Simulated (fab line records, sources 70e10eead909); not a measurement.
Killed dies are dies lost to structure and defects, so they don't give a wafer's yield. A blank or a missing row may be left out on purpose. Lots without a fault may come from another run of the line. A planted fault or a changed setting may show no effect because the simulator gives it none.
Chamber matching | flow nand_harc | NHARC_A_STAIRCASE_DEP_322 on pecvd-02: 3 sister chambers
The step deposits SiO2, target thk 3800 nm. 18 wafers are shown with their chamber, then 9 later ones without.

WAFERS WITH THEIR CHAMBER
wafer  | chamber | heater_power_outer_w (W) | heater_power_w (W) | mfc_precursor_sccm (sccm)
L075.2 | 2       | 331                      | 610                | 200.3
L075.4 | 2       | 283                      | 537                | 200.0
L075.5 | 1       | 393                      | 678                | 199.3
L077.1 | 1       | 417                      | 724                | 199.1
L077.4 | 0       | 445                      | 810                | 200.5
L077.6 | 1       | 393                      | 681                | 199.7
L082.2 | 0       | 581                      | 982                | 200.2
L082.3 | 1       | 451                      | 799                | 200.0
L082.5 | 0       | 459                      | 800                | 200.4
L087.3 | 0       | 531                      | 927                | 200.3
L087.4 | 2       | 309                      | 585                | 200.0
L087.5 | 0       | 437                      | 778                | 200.1
L089.1 | 0       | 482                      | 834                | 200.7
L089.2 | 2       | 342                      | 629                | 199.3
L089.5 | 2       | 307                      | 579                | 199.3
L091.1 | 2       | 389                      | 675                | 200.1
L091.2 | 0       | 559                      | 971                | 199.8
L091.6 | 2       | 304                      | 599                | 199.9

SIGNATURES (means of the wafers above)
reading              | chamber 0 | chamber 1 | chamber 2 | scatter within a chamber
heater_power_outer_w | 499.14    | 413.50    | 323.57    | 44.3
heater_power_w       | 871.71    | 720.50    | 602.00    | 65.8
mfc_precursor_sccm   | 200.286   | 199.525   | 199.843   | 0.357
Rule: a wafer's distance from a chamber is the root of the sum, over the readings, of the square of ((its reading less the chamber's mean) divided by the reading's scatter). The wafer belongs to the nearest chamber; if the next one is less than 2 further off, it can't be placed. The scatter: the root of (the sum of the squares of (reading less its chamber's mean) over the shown wafers, divided by (wafers less chambers)).

WAFERS WITHOUT THEIR CHAMBER
wafer  | heater_power_outer_w (W) | heater_power_w (W) | mfc_precursor_sccm (sccm)
L093.3 | 542                      | 912                | 200.7
L093.5 | 370                      | 705                | 200.1
L093.6 | 437                      | 778                | 200.4
L095.2 | 421                      | 747                | 200.3
L095.4 | 372                      | 680                | 199.7
L095.5 | 310                      | 586                | 200.6
L097.3 | 528                      | 929                | 198.8
L097.4 | 308                      | 583                | 200.8
L097.6 | 378                      | 670                | 200.5

WHICH CHAMBER EACH WENT THROUGH
wafer  | from the rows above          | in truth
L093.3 | 0                            | 0
L093.5 | can't be placed: 1 or 2 or 0 | 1
L093.6 | can't be placed: 0 or 1 or 2 | 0
L095.2 | can't be placed: 1 or 0 or 2 | 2
L095.4 | can't be placed: 1 or 2      | 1
L095.5 | 2                            | 2
L097.3 | can't be placed: 0 or 1      | 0
L097.4 | 2                            | 2
L097.6 | can't be placed: 2 or 1 or 0 | 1
Placed correctly: 3 of 9. Can't be placed from these rows: 6 (the true chamber is among the candidates in 6). Placed wrongly: 0.
